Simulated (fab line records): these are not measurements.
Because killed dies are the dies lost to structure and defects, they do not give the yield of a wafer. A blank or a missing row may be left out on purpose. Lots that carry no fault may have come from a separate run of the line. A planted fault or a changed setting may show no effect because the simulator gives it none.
Which tool was responsible? / flow nand harc / 36 wafers from 12 lots sampled at 6 of the route's 1302 steps

== WHAT EACH GAUGE READ, for each wafer ==
NHARC_P_GATE_CD_MEAS_91: the cd target is 2000 nm. Usual: cd nm reads 2000.2 nm (standard deviation 1.4).
lot=L914; measured=day 6 01:40; on=cd sem-01; cd nm (nm)=2002.3 1999.7 2001.1; flag=
lot=L915; measured=day 6 12:23; on=cd sem-01; cd nm (nm)=2001.5 1999.9 2001.7; flag=
lot=L916; measured=day 7 01:23; on=cd sem-03; cd nm (nm)=2000.1 2001.8 2001.6; flag=
lot=L917; measured=day 7 05:53; on=cd sem-01; cd nm (nm)=1999.7 2000.7 1996.6; flag=
lot=L919; measured=day 8 03:07; on=cd sem-03; cd nm (nm)=1998.5 1998.9 1998.9; flag=
lot=L921; measured=day 9 02:32; on=cd sem-02; cd nm (nm)=2001.6 2001.9 2002.5; flag=
lot=L922; measured=day 9 06:49; on=cd sem-02; cd nm (nm)=- - -; flag=OFF
lot=L931; measured=day 13 14:53; on=cd sem-01; cd nm (nm)=2000.3 2001.5 2000.5; flag=
lot=L933; measured=day 14 02:18; on=cd sem-03; cd nm (nm)=1999.0 1999.5 1999.8; flag=
lot=L934; measured=day 14 02:53; on=cd sem-01; cd nm (nm)=2001.3 1999.8 2002.0; flag=
lot=L932; measured=day 14 08:30; on=cd sem-01; cd nm (nm)=2000.6 2000.3 1998.8; flag=
lot=L936; measured=day 15 05:05; on=cd sem-02; cd nm (nm)=1998.0 2000.5 1998.3; flag=

NHARC_END_SORT_01. Usual: killed at array 52, standard deviation 16; killed at other 0.8, standard deviation 1.1; killed at periphery 4.2, standard deviation 2.5; killed dies 57, standard deviation 16; killed open 3.4, standard deviation 2; killed short 2.6, standard deviation 1.6.
lot=L922; measured=day 28 12:40; on=prober-01; killed at array=33 27 32; killed at other=1 0 1; killed at periphery=643 650 644; killed dies=677 677 677; killed open=3 4 3; killed short=1 2 3; flag=OFF

== WHICH TOOL RAN EACH LOT (tool, then ch and the chambers of the sampled wafers, then the start) ==
lot=L914; NHARC_P_GATE_ETCHBACK_37=rie diel-03 ch 1,2,3, day 6 01:31 or earlier; NHARC_P_GATE_EXPOSE_88=krf scanner-02 ch 0, day 6 01:31; NHARC_P_GATE_STRIP_95=plasma asher-01 ch 0,1, day 6 02:55; NHARC_P_GATE_RTA_82=rtp anneal-01 ch 0, day 6 04:35
lot=L915; NHARC_P_GATE_ETCHBACK_37=rie diel-05 ch 1,2,3, day 6 12:14 or earlier; NHARC_P_GATE_EXPOSE_88=krf scanner-03 ch 0, day 6 12:14; NHARC_P_GATE_STRIP_95=plasma asher-02 ch 0,1, day 6 13:38; NHARC_P_GATE_RTA_82=rtp anneal-01 ch 0, day 6 15:17
lot=L916; NHARC_P_GATE_ETCHBACK_37=rie diel-05 ch 0,2, day 7 01:14 or earlier; NHARC_P_GATE_EXPOSE_88=krf scanner-01 ch 0, day 7 01:14; NHARC_P_GATE_STRIP_95=plasma asher-02 ch 0,1, day 7 02:40; NHARC_P_GATE_RTA_82=rtp anneal-02 ch 0, day 7 04:22
lot=L917; NHARC_P_GATE_ETCHBACK_37=rie diel-05 ch 1,2,3, day 7 05:44 or earlier; NHARC_P_GATE_EXPOSE_88=krf scanner-03 ch 0, day 7 05:44; NHARC_P_GATE_STRIP_95=plasma asher-02 ch 0,1, day 7 07:10; NHARC_P_GATE_RTA_82=rtp anneal-01 ch 0, day 7 09:00
lot=L919; NHARC_P_GATE_ETCHBACK_37=rie diel-07 ch 0,1,2, day 8 02:58 or earlier; NHARC_P_GATE_EXPOSE_88=krf scanner-02 ch 0, day 8 02:58; NHARC_P_GATE_STRIP_95=plasma asher-02 ch 0,1, day 8 04:23; NHARC_P_GATE_RTA_82=rtp anneal-01 ch 0, day 8 06:05
lot=L921; NHARC_P_GATE_ETCHBACK_37=rie diel-07 ch 2,3, day 9 02:23 or earlier; NHARC_P_GATE_EXPOSE_88=krf scanner-03 ch 0, day 9 02:23; NHARC_P_GATE_STRIP_95=plasma asher-02 ch 0,1, day 9 03:50; NHARC_P_GATE_RTA_82=rtp anneal-02 ch 0, day 9 05:35
lot=L922; NHARC_P_GATE_ETCHBACK_37=rie diel-07 ch 1,2, day 9 06:40 or earlier; NHARC_P_GATE_EXPOSE_88=krf scanner-03 ch 0, day 9 06:40; NHARC_P_GATE_STRIP_95=plasma asher-01 ch 1, day 9 08:05; NHARC_P_GATE_RTA_82=rtp anneal-01 ch 0, day 9 09:47
lot=L931; NHARC_P_GATE_ETCHBACK_37=rie diel-05 ch 0,2,3, day 13 14:44 or earlier; NHARC_P_GATE_EXPOSE_88=krf scanner-01 ch 0, day 13 14:44; NHARC_P_GATE_STRIP_95=plasma asher-02 ch 0,1, day 13 16:16; NHARC_P_GATE_RTA_82=rtp anneal-02 ch 0, day 13 18:00
lot=L933; NHARC_P_GATE_ETCHBACK_37=rie diel-03 ch 0,1, day 14 02:08 or earlier; NHARC_P_GATE_EXPOSE_88=krf scanner-03 ch 0, day 14 02:08; NHARC_P_GATE_STRIP_95=plasma asher-01 ch 0,1, day 14 03:34; NHARC_P_GATE_RTA_82=rtp anneal-01 ch 0, day 14 05:13
lot=L934; NHARC_P_GATE_ETCHBACK_37=rie diel-07 ch 0,3, day 14 02:44 or earlier; NHARC_P_GATE_EXPOSE_88=krf scanner-03 ch 0, day 14 02:44; NHARC_P_GATE_STRIP_95=plasma asher-02 ch 1, day 14 04:16; NHARC_P_GATE_RTA_82=rtp anneal-01 ch 0, day 14 06:08
lot=L932; NHARC_P_GATE_ETCHBACK_37=rie diel-07 ch 1,2,3, day 14 08:20 or earlier; NHARC_P_GATE_EXPOSE_88=krf scanner-03 ch 0, day 14 08:20; NHARC_P_GATE_STRIP_95=plasma asher-01 ch 0,1, day 14 09:47; NHARC_P_GATE_RTA_82=rtp anneal-01 ch 0, day 14 11:23
lot=L936; NHARC_P_GATE_ETCHBACK_37=rie diel-05 ch 0,3, day 15 04:56 or earlier; NHARC_P_GATE_EXPOSE_88=krf scanner-03 ch 0, day 15 04:56; NHARC_P_GATE_STRIP_95=plasma asher-01 ch 0,1, day 15 06:20; NHARC_P_GATE_RTA_82=rtp anneal-01 ch 0, day 15 07:58
- NHARC_P_GATE_ETCHBACK_37: etches the open film in CHF3/O2, target depth 34.5 nm, time 17.2 s.
- NHARC_P_GATE_EXPOSE_88: exposes mask P HVN, target cd 2000 nm.
- NHARC_P_GATE_STRIP_95: strips in O2.
- NHARC_P_GATE_RTA_82: time 30 s.

== WHAT THE TOOLS THEMSELVES READ (means of the sampled wafers that have a number; where no wafer has one, the mark that the record gives instead) ==
NHARC_P_GATE_ETCHBACK_37. Usual: drypump motor current A 5.8 A, standard deviation 0.43; oes product au 0.95 a.u., standard deviation 0.035; rf vpp V 371.0 V, standard deviation 2.3; showerhead plenum p Torr 2.42 Torr, standard deviation 0.1; throttle valve pct 20.572 %, standard deviation 0.0098.
lot=L914; tool=rie diel-03; drypump motor current A (A)=5.8; oes product au (a.u.)=1.00; rf vpp V (V)=369.6; showerhead plenum p Torr (Torr)=2.39; throttle valve pct (%)=20.581; flag=
lot=L915; tool=rie diel-05; drypump motor current A (A)=5.6; oes product au (a.u.)=0.93; rf vpp V (V)=373.6; showerhead plenum p Torr (Torr)=2.54; throttle valve pct (%)=20.573; flag=
lot=L916; tool=rie diel-05; drypump motor current A (A)=5.5; oes product au (a.u.)=0.95; rf vpp V (V)=374.5; showerhead plenum p Torr (Torr)=2.54; throttle valve pct (%)=20.570; flag=
lot=L917; tool=rie diel-05; drypump motor current A (A)=5.6; oes product au (a.u.)=0.92; rf vpp V (V)=373.7; showerhead plenum p Torr (Torr)=2.54; throttle valve pct (%)=20.572; flag=
lot=L919; tool=rie diel-07; drypump motor current A (A)=5.7; oes product au (a.u.)=0.93; rf vpp V (V)=369.4; showerhead plenum p Torr (Torr)=2.34; throttle valve pct (%)=20.571; flag=
lot=L921; tool=rie diel-07; drypump motor current A (A)=5.6; oes product au (a.u.)=1.00; rf vpp V (V)=369.0; showerhead plenum p Torr (Torr)=2.37; throttle valve pct (%)=20.573; flag=
lot=L922; tool=rie diel-07; drypump motor current A (A)=5.5; oes product au (a.u.)=1.00; rf vpp V (V)=369.2; showerhead plenum p Torr (Torr)=2.32; throttle valve pct (%)=20.565; flag=
lot=L931; tool=rie diel-05; drypump motor current A (A)=5.8; oes product au (a.u.)=0.93; rf vpp V (V)=373.6; showerhead plenum p Torr (Torr)=2.51; throttle valve pct (%)=20.570; flag=
lot=L933; tool=rie diel-03; drypump motor current A (A)=5.5; oes product au (a.u.)=0.92; rf vpp V (V)=368.2; showerhead plenum p Torr (Torr)=2.27; throttle valve pct (%)=20.569; flag=
lot=L934; tool=rie diel-07; drypump motor current A (A)=6.2; oes product au (a.u.)=1.01; rf vpp V (V)=369.9; showerhead plenum p Torr (Torr)=2.41; throttle valve pct (%)=20.577; flag=
lot=L932; tool=rie diel-07; drypump motor current A (A)=5.7; oes product au (a.u.)=1.00; rf vpp V (V)=369.5; showerhead plenum p Torr (Torr)=2.36; throttle valve pct (%)=20.578; flag=
lot=L936; tool=rie diel-05; drypump motor current A (A)=6.2; oes product au (a.u.)=0.92; rf vpp V (V)=372.2; showerhead plenum p Torr (Torr)=2.47; throttle valve pct (%)=20.571; flag=

NHARC_P_GATE_STRIP_95. Usual: drypump motor current A 5.5 A, standard deviation 0.62; heater power w 335 W, standard deviation 20.
lot=L914; tool=plasma asher-01; drypump motor current A (A)=5.4; heater power w (W)=336; flag=
lot=L915; tool=plasma asher-02; drypump motor current A (A)=5.4; heater power w (W)=350; flag=
lot=L916; tool=plasma asher-02; drypump motor current A (A)=5.2; heater power w (W)=341; flag=
lot=L917; tool=plasma asher-02; drypump motor current A (A)=5.3; heater power w (W)=336; flag=
lot=L919; tool=plasma asher-02; drypump motor current A (A)=5.4; heater power w (W)=350; flag=
lot=L921; tool=plasma asher-02; drypump motor current A (A)=5.4; heater power w (W)=347; flag=
lot=L922; tool=plasma asher-01; drypump motor current A (A)=6.5; heater power w (W)=311; flag=
lot=L931; tool=plasma asher-02; drypump motor current A (A)=5.4; heater power w (W)=340; flag=
lot=L933; tool=plasma asher-01; drypump motor current A (A)=6.0; heater power w (W)=322; flag=
lot=L934; tool=plasma asher-02; drypump motor current A (A)=5.2; heater power w (W)=306; flag=
lot=L932; tool=plasma asher-01; drypump motor current A (A)=5.4; heater power w (W)=330; flag=
lot=L936; tool=plasma asher-01; drypump motor current A (A)=6.0; heater power w (W)=326; flag=

NHARC_P_GATE_RTA_82. Usual: lamp power pct 4.27 %, standard deviation 0.051; wafer_temp_C_max 452.1, standard deviation 0.47.
lot=L914; tool=rtp anneal-01; lamp power pct (%)=4.23; wafer_temp_C_max=451.8; flag=
lot=L915; tool=rtp anneal-01; lamp power pct (%)=4.24; wafer_temp_C_max=452.6; flag=
lot=L916; tool=rtp anneal-02; lamp power pct (%)=4.35; wafer_temp_C_max=452.0; flag=
lot=L917; tool=rtp anneal-01; lamp power pct (%)=4.24; wafer_temp_C_max=452.2; flag=
lot=L919; tool=rtp anneal-01; lamp power pct (%)=4.24; wafer_temp_C_max=452.3; flag=
lot=L921; tool=rtp anneal-02; lamp power pct (%)=4.35; wafer_temp_C_max=451.3; flag=
lot=L922; tool=rtp anneal-01; lamp power pct (%)=4.24; wafer_temp_C_max=452.5; flag=
lot=L931; tool=rtp anneal-02; lamp power pct (%)=4.34; wafer_temp_C_max=451.9; flag=
lot=L933; tool=rtp anneal-01; lamp power pct (%)=4.23; wafer_temp_C_max=451.6; flag=
lot=L934; tool=rtp anneal-01; lamp power pct (%)=4.24; wafer_temp_C_max=451.6; flag=
lot=L932; tool=rtp anneal-01; lamp power pct (%)=4.24; wafer_temp_C_max=452.1; flag=
lot=L936; tool=rtp anneal-01; lamp power pct (%)=4.24; wafer_temp_C_max=451.9; flag=

== THE ANSWER, worked out from the rows above alone ==
Rule: lot off if the mean of its wafers having a number is beyond 3 standard deviations from the usual mean. Also off: a lot with no number at a reading for which 4 or more lots have one. The other lots that the step has rows for count as sound. After the gauges, taken in route order, come the tools' own readings; for these a lot's mean is taken, as printed above. At the first step where some lot is off, the reading lying furthest off is the one used; lots without a number count as furthest.
Off: L922, at NHARC_P_GATE_CD_MEAS_91 (cd nm). Without a number there: L922.
A tool fits if, at a process step before that reading, it ran every lot that is off, and no sound lot after the first of them. Not tried: the gauges at NHARC_P_GATE_CD_MEAS_91; whatever is off there is also off at NHARC_END_SORT_01, on other tools, and gauge error can't account for it. NHARC_P_GATE_ETCHBACK_37: start missing for some lots; hours and lot order therefore follow NHARC_P_GATE_EXPOSE_88. None of those tried fits.

== WHAT THE SIMULATOR HAD PUT IN ==
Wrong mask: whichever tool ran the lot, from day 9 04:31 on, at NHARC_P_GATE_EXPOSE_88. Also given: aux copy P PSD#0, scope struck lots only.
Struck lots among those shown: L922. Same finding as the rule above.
